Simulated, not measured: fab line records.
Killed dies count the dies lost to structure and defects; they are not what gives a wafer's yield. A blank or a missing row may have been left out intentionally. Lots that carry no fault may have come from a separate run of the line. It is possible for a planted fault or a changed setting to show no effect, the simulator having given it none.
fab line records	flow nandHarc
record: lots: 24	wafers: 72	lastDay: 34
route steps=1302 shown A_WL_FILL@968 A_CONTACT@1010
lots that met no fault: taken from a fault-free run of the same line
startH: hours from the record's opening day to when the first of the lot's shown wafers began	waitH: hours elapsed since this lot's preceding step	" as in the row above	L1.1+2: a row that stands for several wafers	- value missing, or start not given	* or withheld: withheld	< > ~ a bound
route shown NAME@n: NAME is a module with steps in the file, n the number in the route of the first one	usual: mean/standard deviation of fault-free wafers	same: alike in all rows	chamber/n: place in a boat	sites: the reading at each site	_std_site: standard deviation of those values	_edge_site: mean of outer sites minus mean of inner sites	radiusMm: how far each site lies from the wafer's centre	mask NAME#n: copy n	behind: the last tool/chamber to shape the wafer	hold: reason for holding the lot/hours on hold/outcome of the hold	device: transistor that didn't switch, given as n, p or np	end of line: the same wafers' tests at the end of the route	for a step that has no rows: nothing shown but its recipe	killed: not the wafer's yield, but the dies lost to structure and defects at the first sort	map: a wafer's dies, x killed, . not, _ none there
set.NAME: the setting that was run; set.NAME@STEP: the one run at that earlier step	model.NAME: the simulator's own value behind a step, which no gauge read
the route's steps for a sample of lots (tables are steps, rows are wafers)
services: when a tool's chamber went out of use (startH, in hours from the record's first day, below 0 if earlier), for how many hours, and the reason
== steps ==
step: NHARC_A_WL_FILL_ETCHBACK_17
recipe: targetDepthA: 40	timeS: 26.7	chemistry: Cl2/BCl3
usual: drypumpMotorCurrentA: 5.7/0.45	heBacksideLeakSccm: 3.36/0.16	oesProductAu: 0.997/0.01
lot.wafer	tool	chamber	startH	waitH	drypumpMotorCurrentA	heBacksideLeakSccm	oesProductAu	rfHoursCounterH
L074.2	rieMetal-03	0	464.37	-	5.8	3.17	0.981	2.1
L074.5	"	1	"	"	5.7	3.24	0.996	-
L074.6	"	0	"	"	5.8	3.27	0.991	-
L075.2	rieMetal-01	1	487.62	-	6.4	3.43	0.986	1.3
L075.6	"	0	"	"	5.4	3.20	0.986	-
L075.5	"	1	"	"	6.4	3.40	0.993	-
L076.2	rieMetal-02	0	505.48	-	4.9	3.48	0.993	0.9
L076.1	"	1	"	"	6.2	3.33	1.008	0.4
L076.6	"	1	"	"	6.2	3.17	1.018	-
L077.1	rieMetal-01	1	511.78	-	6.4	3.45	0.997	1.6
L077.3	"	1	"	"	6.4	3.41	0.995	-
L077.5	"	0	"	"	5.4	3.43	1.004	-
L078.2	rieMetal-03	1	511.80	-	5.7	3.36	0.992	2.9
L078.4	"	0	"	"	5.8	3.31	0.997	-
L078.3	"	1	"	"	5.7	3.37	0.997	-
L079.2	rieMetal-01	1	539.00	-	6.4	3.44	1.000	2.1
L079.4	"	1	"	"	6.4	3.42	1.004	-
L079.3	"	0	"	"	5.4	3.47	0.992	-
L080.3	rieMetal-03	0	540.02	-	5.8	3.14	1.006	-
L080.6	"	0	"	"	5.8	3.30	0.998	-
L080.5	"	1	"	"	5.7	3.42	0.994	-
L081.4	rieMetal-01	0	543.80	-	5.4	3.39	1.002	-
L081.6	"	1	"	"	6.4	3.39	1.000	-
L081.5	"	0	"	"	5.4	3.20	0.999	-
L082.2	rieMetal-02	1	556.05	-	6.1	3.43	1.004	1.6
L082.1	"	0	"	"	4.9	3.56	0.996	2.0
L082.4	"	1	"	"	6.2	3.44	1.003	-
L083.2	rieMetal-03	1	567.73	-	5.6	3.33	1.002	0.7
L083.3	"	0	"	"	5.8	3.13	0.995	-
L083.6	"	0	"	"	5.7	3.34	1.007	-
L085.1	rieMetal-03	0	582.50	-	5.8	3.34	0.997	1.0
L085.3	"	1	"	"	5.7	3.49	1.005	-
L085.6	"	0	"	"	5.8	3.21	0.999	-
L084.2	rieMetal-03	0	585.26	-	5.7	3.23	0.997	1.1
L084.4	"	1	"	"	5.7	3.36	1.004	-
L084.5	"	0	"	"	5.8	3.06	0.986	-
L086.2	rieMetal-02	0	588.29	-	4.9	3.47	1.010	2.8
L086.4	"	0	"	"	4.9	3.39	1.000	-
L086.5	"	1	"	"	6.2	3.17	1.020	-
L088.1	rieMetal-02	1	604.83	-	6.2	3.39	1.007	2.4
L088.6	"	0	"	"	4.9	3.85	0.993	-
L088.5	"	1	"	"	6.2	3.54	1.014	-
L087.1	rieMetal-01	1	604.84	-	6.4	3.34	0.986	0.4
L087.4	"	1	"	"	6.4	3.43	0.994	-
L087.3	"	0	"	"	5.4	3.01	0.990	-
L090.1	rieMetal-01	0	625.53	-	5.4	3.30	0.979	0.7
L090.4	"	1	"	"	6.4	3.40	0.994	-
L090.6	"	0	"	"	5.4	3.39	0.978	-
L089.1	rieMetal-03	0	628.69	-	5.8	3.17	1.006	1.9
L089.4	"	0	"	"	5.8	3.28	1.004	-
L089.5	"	0	"	"	5.7	3.17	1.014	-
L092.2	rieMetal-02	0	654.00	-	4.9	3.68	0.996	0.2
L092.4	"	0	"	"	4.9	3.53	0.994	-
L092.5	"	1	"	"	6.2	3.28	0.986	-
L091.2	rieMetal-02	1	663.50	-	6.2	3.37	0.984	0.3
L091.3	"	0	"	"	4.8	3.57	0.990	-
L091.6	"	0	"	"	4.9	3.60	1.002	-
L094.1	rieMetal-03	0	677.50	-	5.7	3.45	0.995	2.6
L094.4	"	0	"	"	5.7	3.54	1.001	-
L094.6	"	0	"	"	5.8	3.44	1.006	-
L093.4	rieMetal-01	0	677.56	-	5.4	3.28	0.974	-
L093.5	"	0	"	"	5.4	3.19	0.975	-
L093.6	"	1	"	"	6.4	3.39	0.975	-
L095.1	rieMetal-03	1	694.80	-	5.7	3.60	1.012	2.9
L095.3	"	0	"	"	5.7	3.06	1.011	-
L095.6	"	1	"	"	5.7	3.48	1.007	-
L096.1	rieMetal-03	1	708.41	-	5.7	3.42	1.013	0
L096.4	"	1	"	"	5.7	3.43	1.010	-
L096.6	"	1	"	"	5.7	3.41	1.012	-
L097.2	rieMetal-03	0	729.20	-	5.8	3.18	0.987	0.3
L097.3	"	1	"	"	5.7	3.34	0.991	-
L097.5	"	0	"	"	5.8	3.32	0.992	-
step: NHARC_A_CONTACT_ETCH_116
recipe: sourceW: withheld	pressureMtorr: 20	biasV: 3000	timeS: 190	targetDepthA: 18500	arFlowSccm: withheld	c4f8FlowSccm: withheld	o2FlowSccm: withheld	chemistry: C4F8/O2/Ar
lot.wafer	tool	chamber	startH	waitH	rfHoursCounterH
L074.2	harCapEtch-01	1	480.33	0.1	128
L074.5	"	0	"	"	-
L074.6	"	1	"	"	-
L075.2	harCapEtch-02	0	502.73	0.1	84
L075.5	"	1	"	"	-
L075.6	"	0	"	"	-
L076.2	harCapEtch-01	1	520.48	0.1	1
L076.1	"	0	"	"	1
L076.6	"	1	"	"	-
L077.1	harCapEtch-03	1	526.47	0.1	47
L077.3	"	0	"	"	-
L077.5	"	0	"	"	-
L078.2	harCapEtch-02	0	527.23	0.1	89
L078.3	"	0	"	"	-
L078.4	"	1	"	"	-
L080.3	harCapEtch-01	1	553.81	0.1	-
L080.6	"	1	"	"	-
L080.5	"	0	"	"	-
L079.2	harCapEtch-03	0	554.55	0.1	52
L079.4	"	1	"	"	-
L079.3	"	0	"	"	-
L081.4	harCapEtch-02	0	558.90	0.1	-
L081.5	"	0	"	"	-
L081.6	"	1	"	"	-
L082.1	harCapEtch-01	1	576.12	0.1	10
L082.2	"	0	"	"	10
L082.4	"	1	"	"	-
L083.2	harCapEtch-01	0	582.59	0.1	13
L083.3	"	0	"	"	-
L083.6	"	0	"	"	-
L085.1	harCapEtch-02	0	597.49	0.1	101
L085.3	"	1	"	"	-
L085.6	"	1	"	"	-
L084.2	harCapEtch-03	0	600.21	0.1	61
L084.4	"	1	"	"	-
L084.5	"	0	"	"	-
L086.2	harCapEtch-02	1	606.64	0.1	103
L086.4	"	0	"	"	-
L086.5	"	0	"	"	-
L087.1	harCapEtch-01	0	620.85	0.1	19
L087.3	"	1	"	"	-
L087.4	"	0	"	"	-
L088.1	harCapEtch-03	0	622.49	0.1	66
L088.5	"	1	"	"	-
L088.6	"	0	"	"	-
L090.1	harCapEtch-02	1	640.31	0.1	110
L090.4	"	1	"	"	-
L090.6	"	0	"	"	-
L089.1	harCapEtch-03	1	643.37	0.1	70
L089.4	"	1	"	"	-
L089.5	"	1	"	"	-
L092.2	harCapEtch-01	1	668.89	0.1	26
L092.4	"	1	"	"	-
L092.5	"	1	"	"	-
L091.2	harCapEtch-02	0	678.34	0.1	117
L091.3	"	1	"	"	-
L091.6	"	0	"	"	-
L094.1	harCapEtch-03	1	692.43	0.1	76
L094.4	"	0	"	"	-
L094.6	"	1	"	"	-
L093.4	harCapEtch-01	1	693.26	0.1	-
L093.6	"	0	"	"	-
L093.5	"	1	"	"	-
L095.1	harCapEtch-02	1	709.94	0.1	122
L095.3	"	1	"	"	-
L095.6	"	0	"	"	-
L096.1	harCapEtch-02	1	723.29	0.1	125
L096.4	"	1	"	"	-
L096.6	"	1	"	"	-
L097.2	harCapEtch-01	1	744.30	0.1	37
L097.3	"	1	"	"	-
L097.5	"	0	"	"	-
step: NHARC_A_CONTACT_ETCH_118
recipe: sourceW: withheld	pressureMtorr: 20	biasV: 3000	timeS: 190	targetDepthA: 18500	arFlowSccm: withheld	c4f8FlowSccm: withheld	o2FlowSccm: withheld	chemistry: C4F8/O2/Ar
lot.wafer	tool	chamber	startH	waitH	rfHoursCounterH
L074.2	harCapEtch-01	1	480.67	0.1	128
L074.5	"	0	"	"	-
L074.6	"	1	"	"	-
L075.2	harCapEtch-02	0	503.08	0.1	84
L075.5	"	1	"	"	-
L075.6	"	0	"	"	-
L076.2	harCapEtch-01	1	520.82	0.1	1
L076.1	"	0	"	"	1
L076.6	"	1	"	"	-
L077.1	harCapEtch-03	1	526.81	0.1	47
L077.3	"	0	"	"	-
L077.5	"	0	"	"	-
L078.2	harCapEtch-02	0	527.57	0.1	89
L078.3	"	0	"	"	-
L078.4	"	1	"	"	-
L080.3	harCapEtch-01	1	554.15	0.1	-
L080.6	"	1	"	"	-
L080.5	"	0	"	"	-
L079.2	harCapEtch-03	0	554.90	0.1	53
L079.4	"	1	"	"	-
L079.3	"	0	"	"	-
L081.4	harCapEtch-02	0	559.25	0.1	-
L081.5	"	0	"	"	-
L081.6	"	1	"	"	-
L082.1	harCapEtch-01	1	576.46	0.1	11
L082.2	"	0	"	"	11
L082.4	"	1	"	"	-
L083.2	harCapEtch-01	0	582.93	0.1	13
L083.3	"	0	"	"	-
L083.6	"	0	"	"	-
L085.1	harCapEtch-02	0	597.83	0.1	101
L085.3	"	1	"	"	-
L085.6	"	1	"	"	-
L084.2	harCapEtch-03	0	600.56	0.1	61
L084.4	"	1	"	"	-
L084.5	"	0	"	"	-
L086.2	harCapEtch-02	1	606.98	0.1	104
L086.4	"	0	"	"	-
L086.5	"	0	"	"	-
L087.1	harCapEtch-01	0	621.19	0.1	20
L087.3	"	1	"	"	-
L087.4	"	0	"	"	-
L088.1	harCapEtch-03	0	622.83	0.1	66
L088.5	"	1	"	"	-
L088.6	"	0	"	"	-
L090.1	harCapEtch-02	1	640.65	0.1	110
L090.4	"	1	"	"	-
L090.6	"	0	"	"	-
L089.1	harCapEtch-03	1	643.72	0.1	70
L089.4	"	1	"	"	-
L089.5	"	1	"	"	-
L092.2	harCapEtch-01	1	669.23	0.1	27
L092.4	"	1	"	"	-
L092.5	"	1	"	"	-
L091.2	harCapEtch-02	0	678.69	0.1	117
L091.3	"	1	"	"	-
L091.6	"	0	"	"	-
L094.1	harCapEtch-03	1	692.77	0.1	76
L094.4	"	0	"	"	-
L094.6	"	1	"	"	-
L093.4	harCapEtch-01	1	693.60	0.1	-
L093.6	"	0	"	"	-
L093.5	"	1	"	"	-
L095.1	harCapEtch-02	1	710.27	0.1	123
L095.3	"	1	"	"	-
L095.6	"	0	"	"	-
L096.1	harCapEtch-02	1	723.62	0.1	125
L096.4	"	1	"	"	-
L096.6	"	1	"	"	-
L097.2	harCapEtch-01	1	744.64	0.1	37
L097.3	"	1	"	"	-
L097.5	"	0	"	"	-
step: NHARC_A_CONTACT_ETCH_122
recipe: sourceW: withheld	pressureMtorr: 20	biasV: 3000	timeS: 190	targetDepthA: 18500	arFlowSccm: withheld	c4f8FlowSccm: withheld	o2FlowSccm: withheld	chemistry: C4F8/O2/Ar
lot.wafer	tool	chamber	startH	waitH	rfHoursCounterH
L074.2	harCapEtch-01	1	481.35	0.1	129
L074.5	"	0	"	"	-
L074.6	"	1	"	"	-
L075.2	harCapEtch-02	0	503.76	0.1	85
L075.5	"	1	"	"	-
L075.6	"	0	"	"	-
L076.2	harCapEtch-01	1	521.50	0.1	2
L076.1	"	0	"	"	2
L076.6	"	1	"	"	-
L077.1	harCapEtch-03	1	527.49	0.1	48
L077.3	"	0	"	"	-
L077.5	"	0	"	"	-
L078.2	harCapEtch-02	0	528.26	0.1	89
L078.3	"	0	"	"	-
L078.4	"	1	"	"	-
L080.3	harCapEtch-01	1	554.84	0.1	-
L080.6	"	1	"	"	-
L080.5	"	0	"	"	-
L079.2	harCapEtch-03	0	555.57	0.1	53
L079.4	"	1	"	"	-
L079.3	"	0	"	"	-
L081.4	harCapEtch-02	0	559.93	0.1	-
L081.5	"	0	"	"	-
L081.6	"	1	"	"	-
L082.1	harCapEtch-01	1	577.14	0.1	11
L082.2	"	0	"	"	11
L082.4	"	1	"	"	-
L083.2	harCapEtch-01	0	583.61	0.1	13
L083.3	"	0	"	"	-
L083.6	"	0	"	"	-
L085.1	harCapEtch-02	0	598.51	0.1	102
L085.3	"	1	"	"	-
L085.6	"	1	"	"	-
L084.2	harCapEtch-03	0	601.24	0.1	62
L084.4	"	1	"	"	-
L084.5	"	0	"	"	-
L086.2	harCapEtch-02	1	607.66	0.1	104
L086.4	"	0	"	"	-
L086.5	"	0	"	"	-
L087.1	harCapEtch-01	0	621.88	0.1	20
L087.3	"	1	"	"	-
L087.4	"	0	"	"	-
L088.1	harCapEtch-03	0	623.51	0.1	67
L088.5	"	1	"	"	-
L088.6	"	0	"	"	-
L090.1	harCapEtch-02	1	641.34	0.1	111
L090.4	"	1	"	"	-
L090.6	"	0	"	"	-
L089.1	harCapEtch-03	1	644.40	0.1	71
L089.4	"	1	"	"	-
L089.5	"	1	"	"	-
L092.2	harCapEtch-01	1	669.93	0.1	27
L092.4	"	1	"	"	-
L092.5	"	1	"	"	-
L091.2	harCapEtch-02	0	679.37	0.1	118
L091.3	"	1	"	"	-
L091.6	"	0	"	"	-
L094.1	harCapEtch-03	1	693.46	0.1	77
L094.4	"	0	"	"	-
L094.6	"	1	"	"	-
L093.4	harCapEtch-01	1	694.28	0.1	-
L093.6	"	0	"	"	-
L093.5	"	1	"	"	-
L095.1	harCapEtch-02	1	710.95	0.1	123
L095.3	"	1	"	"	-
L095.6	"	0	"	"	-
L096.1	harCapEtch-02	1	724.31	0.1	126
L096.4	"	1	"	"	-
L096.6	"	1	"	"	-
L097.2	harCapEtch-01	1	745.33	0.1	38
L097.3	"	1	"	"	-
L097.5	"	0	"	"	-
step: NHARC_A_CONTACT_ETCH_123
recipe: sourceW: withheld	pressureMtorr: 20	biasV: 400	timeS: 490	targetDepthA: 21100	arFlowSccm: withheld	c4f8FlowSccm: 11.5	o2FlowSccm: 7.2	chemistry: C4F8/O2/Ar
lot.wafer	tool	chamber	startH	waitH	rfHoursCounterH
L074.2	harCapEtch-01	1	481.58	0.2	129
L074.5	"	0	"	"	-
L074.6	"	1	"	"	-
L075.2	harCapEtch-02	0	503.99	0.2	85
L075.5	"	1	"	"	-
L075.6	"	0	"	"	-
L076.2	harCapEtch-01	1	521.67	0.1	2
L076.1	"	0	"	"	2
L076.6	"	1	"	"	-
L077.1	harCapEtch-03	1	527.66	0.1	48
L077.3	"	0	"	"	-
L077.5	"	0	"	"	-
L078.2	harCapEtch-02	0	528.43	0.1	90
L078.3	"	0	"	"	-
L078.4	"	1	"	"	-
L080.3	harCapEtch-01	1	555.12	0.3	-
L080.6	"	1	"	"	-
L080.5	"	0	"	"	-
L079.2	harCapEtch-03	0	555.81	0.2	53
L079.4	"	1	"	"	-
L079.3	"	0	"	"	-
L081.4	harCapEtch-02	0	560.22	0.3	-
L081.5	"	0	"	"	-
L081.6	"	1	"	"	-
L082.1	harCapEtch-01	1	577.32	0.1	11
L082.2	"	0	"	"	11
L082.4	"	1	"	"	-
L083.2	harCapEtch-01	0	583.84	0.2	14
L083.3	"	0	"	"	-
L083.6	"	0	"	"	-
L085.1	harCapEtch-02	0	598.68	0.1	102
L085.3	"	1	"	"	-
L085.6	"	1	"	"	-
L084.2	harCapEtch-03	0	601.47	0.2	62
L084.4	"	1	"	"	-
L084.5	"	0	"	"	-
L086.2	harCapEtch-02	1	607.83	0.1	105
L086.4	"	0	"	"	-
L086.5	"	0	"	"	-
L087.1	harCapEtch-01	0	622.11	0.2	20
L087.3	"	1	"	"	-
L087.4	"	0	"	"	-
L088.1	harCapEtch-03	0	623.74	0.2	67
L088.5	"	1	"	"	-
L088.6	"	0	"	"	-
L090.1	harCapEtch-02	1	641.57	0.2	111
L090.4	"	1	"	"	-
L090.6	"	0	"	"	-
L089.1	harCapEtch-03	1	644.63	0.2	71
L089.4	"	1	"	"	-
L089.5	"	1	"	"	-
L092.2	harCapEtch-01	1	670.10	0.1	28
L092.4	"	1	"	"	-
L092.5	"	1	"	"	-
L091.2	harCapEtch-02	0	679.53	0.1	118
L091.3	"	1	"	"	-
L091.6	"	0	"	"	-
L094.1	harCapEtch-03	1	693.63	0.1	77
L094.4	"	0	"	"	-
L094.6	"	1	"	"	-
L093.4	harCapEtch-01	1	694.62	0.3	-
L093.6	"	0	"	"	-
L093.5	"	1	"	"	-
L095.1	harCapEtch-02	1	711.18	0.2	123
L095.3	"	1	"	"	-
L095.6	"	0	"	"	-
L096.1	harCapEtch-02	1	724.48	0.1	126
L096.4	"	1	"	"	-
L096.6	"	1	"	"	-
L097.2	harCapEtch-01	1	745.50	0.1	38
L097.3	"	1	"	"	-
L097.5	"	0	"	"	-
step: NHARC_A_CONTACT_ETCH_96
recipe: targetDepthA: 200	overEtchFrac: 0.5	timeS: 10	ionEnergyEv: 250	c4f6FlowSccm: 25	o2FlowSccm: 20	arFlowSccm: 500	rfW: 600	biasW: 500	chemistry: C4F6/O2
usual: biasW: 499.8/1.3	drypumpMotorCurrentA: 6.2/0.43	oesProductAu: 0.964/0.025	rfVppV: 546/3.4	showerheadPlenumPTorr: 3.90/0.16	throttleValvePct: 26.904/0.01
lot.wafer	tool	chamber	startH	waitH	biasW	drypumpMotorCurrentA	oesProductAu	rfHoursCounterH	rfVppV	showerheadPlenumPTorr	throttleValvePct
L074.2	rieDiel-08	2	-	-	500.2	6.3	0.946	33	553	4.21	26.892
L074.5	"	2	"	"	501.4	6.3	0.945	-	553	4.21	26.911
L074.6	"	3	"	"	498.1	6.3	0.935	-	544	3.77	26.910
L075.2	rieDiel-08	3	-	-	501.2	6.3	0.944	37	541	3.77	26.899
L075.5	"	2	"	"	501.2	6.3	0.957	-	552	4.20	26.913
L075.6	"	3	"	"	499.9	6.3	0.947	-	543	3.77	26.908
L076.2	rieDiel-12	3	-	-	500.6	5.8	0.965	12	545	3.76	26.904
L076.1	"	0	"	"	499.7	6.7	0.937	10	547	3.88	26.910
L076.6	"	2	"	"	501.6	5.5	0.950	-	548	3.95	26.914
L077.1	rieDiel-08	1	-	-	497.6	5.9	0.950	48	551	4.16	26.911
L077.3	"	3	"	"	500.3	6.3	0.953	44	543	3.76	26.910
L077.5	"	0	"	"	498.2	6.4	0.941	-	546	3.93	26.894
L078.3	rieDiel-08	1	-	-	500.8	5.9	0.973	48	551	4.16	26.904
L078.4	"	2	"	"	500.2	6.3	0.956	49	552	4.20	26.914
L078.2	"	3	"	"	495.1	6.3	0.939	44	544	3.76	26.914
L080.3	rieDiel-12	0	-	-	501.1	6.7	0.930	17	546	3.87	26.915
L080.5	"	2	"	"	500.7	5.5	0.959	-	548	3.95	26.912
L080.6	"	3	"	"	500.2	5.8	0.946	-	543	3.75	26.898
L079.2	rieDiel-08	0	-	-	500.2	6.4	1.002	0	546	3.92	26.900
L079.3	"	1	"	"	500.0	5.9	1.001	0	553	4.15	26.915
L079.4	"	2	"	"	500.9	6.3	1.012	0	552	4.19	26.890
L081.4	rieDiel-12	3	-	-	498.5	5.8	1.021	20	541	3.75	26.904
L081.6	"	3	"	"	498.5	5.8	1.018	-	544	3.75	26.914
L081.5	"	0	"	"	499.5	6.6	0.988	-	547	3.87	26.910
L082.2	rieDiel-12	1	-	-	500.7	6.7	0.936	22	544	3.74	26.899
L082.4	"	2	"	"	501.8	5.6	0.961	24	548	3.94	26.912
L082.1	"	3	"	"	501.4	5.8	0.962	23	544	3.75	26.896
L083.3	rieDiel-12	2	-	-	503.5	5.5	0.965	26	548	3.94	26.898
L083.2	"	0	"	"	498.0	6.6	0.925	24	546	3.87	26.899
L083.6	"	2	"	"	501.4	5.6	0.963	-	550	3.94	26.887
L085.3	rieDiel-08	2	-	-	498.6	6.3	1.009	14	552	4.18	26.904
L085.1	"	0	"	"	501.4	6.4	1.009	14	545	3.91	26.902
L085.6	"	2	"	"	499.8	6.3	1.017	-	552	4.18	26.910
L084.4	rieDiel-08	0	-	-	498.8	6.4	0.937	15	547	3.91	26.904
L084.2	"	2	"	"	500.6	6.3	0.962	15	553	4.18	26.890
L084.5	"	1	"	"	501.3	5.9	0.944	-	551	4.15	26.911
L086.2	rieDiel-12	0	-	-	500.2	6.6	0.939	29	546	3.87	26.910
L086.4	"	2	"	"	501.3	5.6	0.943	33	548	3.94	26.887
L086.5	"	0	"	"	500.7	6.6	0.939	-	545	3.87	26.895
L087.4	rieDiel-08	3	-	-	500.7	6.3	0.953	21	542	3.75	26.898
L087.1	"	0	"	"	501.0	6.4	0.945	19	548	3.91	26.906
L087.3	"	1	"	"	499.7	5.9	0.971	22	552	4.14	26.894
L088.1	rieDiel-09	2	-	-	498.8	6.3	0.969	37	542	3.71	26.908
L088.6	"	0	"	"	500.0	6.4	0.954	-	543	3.69	26.902
L088.5	"	1	"	"	500.1	5.5	0.958	-	551	4.10	26.899
L090.4	rieDiel-12	3	-	-	500.5	5.8	0.936	2	543	3.74	26.908
L090.1	"	1	"	"	501.9	6.8	0.949	4	542	3.73	26.875
L090.6	"	3	"	"	500.5	5.8	0.934	-	543	3.74	26.909
L089.4	rieDiel-12	1	-	-	502.3	6.8	0.934	4	544	3.73	26.889
L089.1	"	2	"	"	498.2	5.5	0.932	4	546	3.93	26.904
L089.5	"	1	"	"	501.6	6.7	0.936	-	543	3.73	26.889
L092.2	rieDiel-12	3	-	-	497.2	5.8	0.985	7	542	3.74	26.901
L092.4	"	1	"	"	498.4	6.7	0.959	8	543	3.73	26.909
L092.5	"	0	"	"	498.6	6.6	0.961	-	546	3.86	26.903
L091.2	rieDiel-08	1	-	-	498.9	6.0	0.954	43	550	4.13	26.900
L091.3	"	2	"	"	498.9	6.3	0.957	45	551	4.16	26.909
L091.6	"	1	"	"	498.7	5.9	0.958	-	552	4.13	26.892
L094.4	rieDiel-12	1	-	-	500.3	6.7	0.974	11	540	3.73	26.908
L094.1	"	3	"	"	499.0	5.8	1.005	10	545	3.74	26.901
L094.6	"	1	"	"	500.3	6.8	0.990	-	543	3.73	26.908
L093.4	rieDiel-12	0	-	-	502.4	6.6	0.964	11	546	3.86	26.901
L093.5	"	1	"	"	498.5	6.7	0.955	-	542	3.73	26.889
L093.6	"	2	"	"	498.8	5.5	0.952	-	546	3.93	26.888
L095.3	rieDiel-09	0	-	-	500.7	6.4	0.982	10	540	3.68	26.893
L095.1	"	3	"	"	499.0	6.0	0.991	8	550	4.01	26.897
L095.6	"	0	"	"	499.2	6.4	0.975	-	540	3.68	26.881
L096.1	rieDiel-12	2	725.61	0.1	498.7	5.5	0.963	15	546	3.93	26.890
L096.4	"	2	"	"	500.1	5.5	0.972	-	548	3.93	26.902
L096.6	"	1	"	"	497.7	6.8	0.958	-	544	3.73	26.908
L097.2	rieDiel-12	1	-	-	500.0	6.8	0.983	19	543	3.72	26.917
L097.3	"	3	"	"	497.8	5.8	1.009	16	543	3.74	26.909
L097.5	"	1	"	"	501.6	6.8	0.988	-	543	3.72	26.896
== services ==
tool	chamber	startH	hours	kind
rieDiel-12	-	445.58	9.0	pm
rieMetal-01	-	448.63	0.9	repair
rieMetal-03	1	477.62	8.9	repair
rieDiel-12	1	487.93	6.1	repair
rieDiel-08	1	488.52	14.4	repair
harCapEtch-01	-	497.00	17.0	pm
rieDiel-12	0	508.71	7.2	repair
rieMetal-01	-	517.32	0.3	repair
rieMetal-03	-	519.00	9.0	pm
rieDiel-08	-	547.21	9.0	pm
rieDiel-12	3	598.73	8.6	repair
rieDiel-08	3	608.46	5.6	repair
rieDiel-08	0	613.68	2.7	repair
rieDiel-12	-	622.58	9.0	pm
rieMetal-03	1	630.89	4.9	repair
rieDiel-12	2	654.34	7.6	repair
harCapEtch-03	-	657.23	0.2	repair
rieMetal-01	-	660.35	0.4	repair
rieDiel-08	-	671.24	1.1	repair
rieDiel-08	-	685.94	0.4	repair
rieDiel-12	3	686.72	7.7	repair
rieMetal-03	-	696.00	9.0	pm
rieDiel-12	3	723.42	5.7	repair
rieDiel-08	-	724.21	9.0	pm
== key ==
fault none
